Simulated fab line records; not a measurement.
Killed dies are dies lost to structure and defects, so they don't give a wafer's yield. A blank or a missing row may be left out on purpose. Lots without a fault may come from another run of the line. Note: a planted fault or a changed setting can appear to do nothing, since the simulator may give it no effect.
Which of the tools did it? -- flow nandHarc -- 24 lots with 72 wafers sampled at 6 steps, on a route of 1302 steps

## WHAT THE GAUGES SHOWED, per wafer
The record holds no reading of a measuring or inspecting step that can be judged against a usual standard deviation.

## TOOL THAT RAN EACH LOT (tool first, then ch and the chambers of the sampled wafers, then the start)
lot,NHARC_A_CONTACT_ETCH_77,NHARC_A_CONTACT_ETCH_124,NHARC_A_CONTACT_ETCH_129,NHARC_A_CONTACT_ETCH_106,NHARC_A_CONTACT_ETCH_137,NHARC_A_CONTACT_ETCH_98
L075,"rieDiel-03 ch 0,1,3, day 22 07:56 or earlier","harCapEtch-02 ch 0,1, day 22 07:56","harCapEtch-02 ch 0,1, day 22 08:51","rieDiel-03 ch 0,1, day 22 10:52","harCapEtch-02 ch 0,1, day 22 20:49","rieDiel-03 ch 0,1,3, no start"
L074,"rieDiel-03 ch 0,2, day 22 13:16 or earlier","harCapEtch-01 ch 1, day 22 13:16","harCapEtch-01 ch 1, day 22 14:28","rieDiel-03 ch 0,1, day 22 16:50","harCapEtch-02 ch 0,1, day 23 00:49","rieDiel-03 ch 2,3, no start"
L076,"rieDiel-10 ch 1,2,3, day 22 14:38 or earlier","harCapEtch-03 ch 0,1, day 22 14:38","harCapEtch-03 ch 0,1, day 22 15:32","rieDiel-10 ch 2,3, day 22 17:34","harCapEtch-03 ch 0, day 23 01:32","rieDiel-10 ch 1,2, no start"
L077,"rieDiel-10 ch 0,1,3, day 23 05:53 or earlier","harCapEtch-02 ch 0,1, day 23 05:53","harCapEtch-02 ch 0,1, day 23 07:05","rieDiel-03 ch 0,1,2, day 23 09:25","harCapEtch-02 ch 0, day 23 16:16","rieDiel-03 ch 0,1,3, no start"
L078,"rieDiel-03 ch 1,3, day 23 07:01 or earlier","harCapEtch-03 ch 0,1, day 23 07:01","harCapEtch-03 ch 0,1, day 23 07:55","rieDiel-03 ch 0,1,2, day 23 09:58","harCapEtch-03 ch 0,1, day 23 16:17","rieDiel-03 ch 1,3, no start"
L079,"rieDiel-03 ch 0,1,3, day 24 02:23 or earlier","harCapEtch-03 ch 0,1, day 24 02:23","harCapEtch-03 ch 0,1, day 24 03:17","rieDiel-03 ch 0,1, day 24 05:14","harCapEtch-03 ch 0,1, day 24 13:53","rieDiel-10 ch 2,3, no start"
L081,"rieDiel-10 ch 1,2, day 24 23:04 or earlier","harCapEtch-03 ch 0,1, day 24 23:04","harCapEtch-03 ch 0,1, day 25 00:16","rieDiel-11 ch 0,3, day 25 02:39","harCapEtch-03 ch 0,1, day 25 09:19","rieDiel-10 ch 0,1,3, no start"
L080,"rieDiel-11 ch 0,2, day 24 23:08 or earlier","harCapEtch-02 ch 0, day 24 23:08","harCapEtch-02 ch 0, day 25 00:03","rieDiel-10 ch 0,2, day 25 02:02","harCapEtch-02 ch 1, day 25 07:31","rieDiel-10 ch 0,2,3, no start"
L082,"rieDiel-03 ch 2,3, day 25 11:59 or earlier","harCapEtch-01 ch 0,1, day 25 11:59","harCapEtch-01 ch 0,1, day 25 12:53","rieDiel-03 ch 1,2,3, day 25 15:15","harCapEtch-01 ch 0,1, day 25 20:28","rieDiel-03 ch 0,3, no start"
L084,"rieDiel-03 ch 0,1, day 26 02:15 or earlier","harCapEtch-02 ch 0,1, day 26 02:15","harCapEtch-02 ch 0,1, day 26 03:33","rieDiel-10 ch 1,2,3, day 26 06:05","harCapEtch-03 ch 0,1, day 26 12:30","rieDiel-03 ch 0,2,3, no start"
L083,"rieDiel-03 ch 0,1,2, day 26 04:41 or earlier","harCapEtch-03 ch 0,1, day 26 04:41","harCapEtch-03 ch 0,1, day 26 05:53","rieDiel-10 ch 0,1,3, day 26 08:41","harCapEtch-01 ch 0,1, day 26 21:29","rieDiel-03 ch 0,1,3, no start"
L085,"rieDiel-11 ch 1,3, day 27 00:34 or earlier","harCapEtch-02 ch 0,1, day 27 00:34","harCapEtch-02 ch 0,1, day 27 01:47","rieDiel-11 ch 1,3, day 27 04:05","harCapEtch-01 ch 0,1, day 27 09:14","rieDiel-03 ch 0,3, no start"
L086,"rieDiel-03 ch 1,2, day 27 04:05 or earlier","harCapEtch-03 ch 0,1, day 27 04:05","harCapEtch-03 ch 0,1, day 27 05:40","rieDiel-11 ch 1,2, day 27 08:26","harCapEtch-02 ch 0,1, day 27 13:56","rieDiel-10 ch 0,1,2, no start"
L090,"rieDiel-03 ch 0,1,2, day 28 03:03 or earlier","harCapEtch-02 ch 0,1, day 28 03:03","harCapEtch-02 ch 0,1, day 28 03:56","rieDiel-11 ch 0,1, day 28 06:03","harCapEtch-03 ch 0,1, day 28 11:29","rieDiel-10 ch 0,1,3, no start"
L087,"rieDiel-11 ch 1,3, day 28 03:29 or earlier","harCapEtch-03 ch 0,1, day 28 03:29","harCapEtch-03 ch 0,1, day 28 04:23","rieDiel-03 ch 0,2,3, day 28 07:10","harCapEtch-02 ch 0, day 28 12:59","rieDiel-10 ch 0,3, no start"
L088,"rieDiel-10 ch 2,3, day 28 16:05 or earlier","harCapEtch-02 ch 0,1, day 28 16:05","harCapEtch-02 ch 0,1, day 28 16:59","rieDiel-10 ch 0,2,3, day 28 18:54","harCapEtch-01 ch 0,1, day 29 06:26","rieDiel-11 ch 0,1,3, day 29 07:38"
L089,"rieDiel-10 ch 0,1,3, day 28 18:29 or earlier","harCapEtch-01 ch 0,1, day 28 18:29","harCapEtch-01 ch 0,1, day 28 19:23","rieDiel-11 ch 1,2, day 28 21:22","harCapEtch-03 ch 0,1, day 29 09:40","rieDiel-03 ch 0,3, no start"
L092,"rieDiel-03 ch 0,1,2, day 28 21:04 or earlier","harCapEtch-03 ch 0,1, day 28 21:04","harCapEtch-03 ch 0,1, day 28 21:58","rieDiel-10 ch 0,1,3, day 28 23:58","harCapEtch-02 ch 0,1, day 29 13:20","rieDiel-03 ch 0,1,2, no start"
L091,"rieDiel-03 ch 1,2, day 29 04:02 or earlier","harCapEtch-02 ch 0,1, day 29 04:02","harCapEtch-02 ch 0,1, day 29 04:57","rieDiel-10 ch 0,2,3, day 29 06:57","harCapEtch-02 ch 0,1, day 29 15:20","rieDiel-03 ch 1,2,3, no start"
L094,"rieDiel-03 ch 0,1,2, day 30 00:11 or earlier","harCapEtch-02 ch 0,1, day 30 00:11","harCapEtch-02 ch 0,1, day 30 01:05","rieDiel-10 ch 1,2,3, day 30 03:19","harCapEtch-03 ch 0,1, day 30 09:21","rieDiel-03 ch 1,2,3, no start"
L093,"rieDiel-11 ch 0,1,2, day 30 00:46 or earlier","harCapEtch-01 ch 0,1, day 30 00:46","harCapEtch-01 ch 0,1, day 30 01:41","rieDiel-03 ch 1,2, day 30 03:40","harCapEtch-02 ch 0,1, day 30 09:57","rieDiel-10 ch 0,1,3, no start"
L095,"rieDiel-11 ch 0,1,2, day 31 00:32 or earlier","harCapEtch-03 ch 0,1, day 31 00:32","harCapEtch-03 ch 0,1, day 31 01:26","rieDiel-11 ch 0,2, day 31 03:26","harCapEtch-02 ch 0,1, day 31 08:49","rieDiel-03 ch 0,2,3, no start"
L096,"rieDiel-03 ch 0,1,3, day 31 20:25 or earlier","harCapEtch-03 ch 0, day 31 20:25","harCapEtch-03 ch 0, day 31 21:19","rieDiel-10 ch 0,1,2, day 31 23:21","harCapEtch-03 ch 0,1, day 32 05:41","rieDiel-11 ch 2,3, no start"
L097,"rieDiel-11 ch 0,1,2, day 32 13:40 or earlier","harCapEtch-01 ch 0,1, day 32 13:40","harCapEtch-01 ch 0,1, day 32 14:34","rieDiel-11 ch 0,1, day 32 16:40","harCapEtch-01 ch 0,1, day 32 23:09","rieDiel-03 ch 2,3, no start"
- NHARC_A_CONTACT_ETCH_77: etches the open film in CF4/CHF3, target depth 108.9 nm, time 54.5 s.
- NHARC_A_CONTACT_ETCH_124: etches the open film in C4F8/O2/Ar, time 140 s, target depth 700 nm.
- NHARC_A_CONTACT_ETCH_129: etches the open film in C4F8/O2/Ar, time 197 s, target depth 1918 nm.
- NHARC_A_CONTACT_ETCH_106: etches the open film in CF4/O2, target depth 90 nm, overetch 9 nm, time 49.5 s.
- NHARC_A_CONTACT_ETCH_137: etches the open film in C4F8/O2/Ar, time 311 s, target depth 1912 nm.
- NHARC_A_CONTACT_ETCH_98: etches the open film in C4F6/O2, target depth 20 nm, time 10 s.

## WHAT THE TOOLS THEMSELVES READ (means of the sampled wafers that have a number; where no wafer has one, the mark that the record gives instead)
NHARC_A_CONTACT_ETCH_77.
lot,tool,drypumpMotorCurrentA (A),oesProductAu (a.u.),rfVppV (V),showerheadPlenumPTorr (Torr),throttleValvePct (%)
L075,rieDiel-03,5.4,0.934,371.7,1.62,16.806
L074,rieDiel-03,5.7,0.976,374.5,1.67,16.797
L076,rieDiel-10,5.6,0.916,371.9,1.61,16.817
L077,rieDiel-10,5.6,0.922,371.4,1.61,16.807
L078,rieDiel-03,5.5,0.944,370.2,1.56,16.800
L079,rieDiel-03,5.4,0.970,372.2,1.62,16.800
L081,rieDiel-10,5.5,0.922,371.6,1.56,16.807
L080,rieDiel-11,6.0,0.907,373.4,1.65,16.811
L082,rieDiel-03,5.4,0.934,373.0,1.63,16.792
L084,rieDiel-03,5.7,0.949,370.6,1.56,16.801
L083,rieDiel-03,5.9,0.934,371.5,1.59,16.800
L085,rieDiel-11,5.7,0.964,373.2,1.63,16.799
L086,rieDiel-03,6.1,0.928,370.4,1.56,16.804
L090,rieDiel-03,5.9,0.976,371.3,1.59,16.797
L087,rieDiel-11,5.7,0.918,372.7,1.63,16.802
L088,rieDiel-10,5.8,0.957,371.2,1.58,16.801
L089,rieDiel-10,5.6,0.981,371.5,1.60,16.807
L092,rieDiel-03,5.8,0.970,370.8,1.59,16.805
L091,rieDiel-03,6.1,0.929,370.5,1.56,16.806
L094,rieDiel-03,5.8,0.925,371.1,1.59,16.813
L093,rieDiel-11,5.7,0.910,373.3,1.64,16.809
L095,rieDiel-11,5.7,0.906,372.6,1.64,16.802
L096,rieDiel-03,5.4,0.932,371.6,1.61,16.806
L097,rieDiel-11,5.7,0.915,373.1,1.64,16.808

NHARC_A_CONTACT_ETCH_106.
lot,tool,drypumpMotorCurrentA (A),oesProductAu (a.u.),rfVppV (V),showerheadPlenumPTorr (Torr),throttleValvePct (%)
L075,rieDiel-03,5.6,1.011,199.6,1.39,13.395
L074,rieDiel-03,5.6,1.009,198.9,1.39,13.392
L076,rieDiel-10,5.8,0.991,198.7,1.35,13.395
L077,rieDiel-03,5.8,1.006,197.7,1.36,13.390
L078,rieDiel-03,5.8,1.008,198.6,1.36,13.400
L079,rieDiel-03,5.6,1.009,199.1,1.39,13.398
L081,rieDiel-11,5.7,1.006,198.2,1.36,13.399
L080,rieDiel-10,5.7,0.996,196.5,1.31,13.392
L082,rieDiel-03,5.7,1.018,198.8,1.34,13.395
L084,rieDiel-10,5.6,0.993,199.1,1.36,13.405
L083,rieDiel-10,5.6,1.013,197.8,1.36,13.393
L085,rieDiel-11,5.6,1.000,198.7,1.39,13.399
L086,rieDiel-11,5.7,0.993,199.5,1.42,13.397
L090,rieDiel-11,5.6,0.993,199.3,1.39,13.393
L087,rieDiel-03,5.5,1.006,199.0,1.40,13.403
L088,rieDiel-10,5.8,1.009,198.8,1.35,13.398
L089,rieDiel-11,5.7,0.992,200.4,1.42,13.397
L092,rieDiel-10,5.6,1.002,198.5,1.36,13.393
L091,rieDiel-10,5.8,1.006,199.5,1.34,13.393
L094,rieDiel-10,5.6,1.011,199.0,1.35,13.401
L093,rieDiel-03,6.0,1.005,197.0,1.30,13.383
L095,rieDiel-11,5.8,0.983,198.8,1.38,13.392
L096,rieDiel-10,5.5,1.003,197.3,1.31,13.411
L097,rieDiel-11,5.5,0.983,198.9,1.40,13.402

NHARC_A_CONTACT_ETCH_98.
lot,tool,drypumpMotorCurrentA (A),oesProductAu (a.u.),rfVppV (V),showerheadPlenumPTorr (Torr),throttleValvePct (%)
L075,rieDiel-03,5.4,0.973,549,4.03,26.903
L074,rieDiel-03,5.4,0.951,550,4.06,26.906
L076,rieDiel-10,5.5,0.953,547,3.89,26.897
L077,rieDiel-03,5.4,0.957,549,4.03,26.905
L078,rieDiel-03,5.5,0.960,546,3.87,26.910
L079,rieDiel-10,5.8,1.009,549,4.08,26.908
L081,rieDiel-10,5.6,0.942,549,4.00,26.913
L080,rieDiel-10,5.8,0.944,548,3.96,26.906
L082,rieDiel-03,5.1,0.953,551,4.14,26.899
L084,rieDiel-03,5.6,0.924,550,4.09,26.908
L083,rieDiel-03,5.4,0.969,548,4.02,26.901
L085,rieDiel-03,5.2,0.951,551,4.13,26.899
L086,rieDiel-10,5.5,0.948,546,3.88,26.902
L090,rieDiel-10,5.6,0.942,548,3.99,26.909
L087,rieDiel-10,5.8,0.948,549,4.06,26.900
L088,rieDiel-11,5.7,0.993,549,4.01,26.908
L089,rieDiel-03,5.3,0.956,551,4.17,26.911
L092,rieDiel-03,5.9,1.003,548,3.97,26.905
L091,rieDiel-03,5.7,1.006,547,3.93,26.899
L094,rieDiel-03,5.7,1.002,547,3.93,26.903
L093,rieDiel-10,5.6,0.966,548,3.98,26.901
L095,rieDiel-03,5.6,0.951,550,4.08,26.899
L096,rieDiel-11,6.1,1.015,547,3.93,26.903
L097,rieDiel-03,5.4,0.966,549,4.04,26.905

## THE ANSWER, worked out from the rows above alone
Rule: usual is defined by the lots themselves. Put in order of their means at a reading, lots are off if they are a third of the lots or fewer, leave a main group of 4 or more, and stand apart from it by a gap of 3 or more times the standard deviation of the main group's means; of several such gaps the widest counts. Not used: any main group whose means are identical at the precision the tables above print for the reading. A lot without any number at a reading at which 4 lots or more have one is off too. The other lots that the step has rows for count as sound. Order of review: gauges by route order, followed by the tools' own readings, for which a lot's mean as printed above is used. The first step at which some lot is off is used, and at that step the reading that is off furthest; a lot without a number counts as furthest.
Nothing can be told from this: no lot is off at any reading shown.

## WHAT HAD BEEN PUT IN BY THE SIMULATOR
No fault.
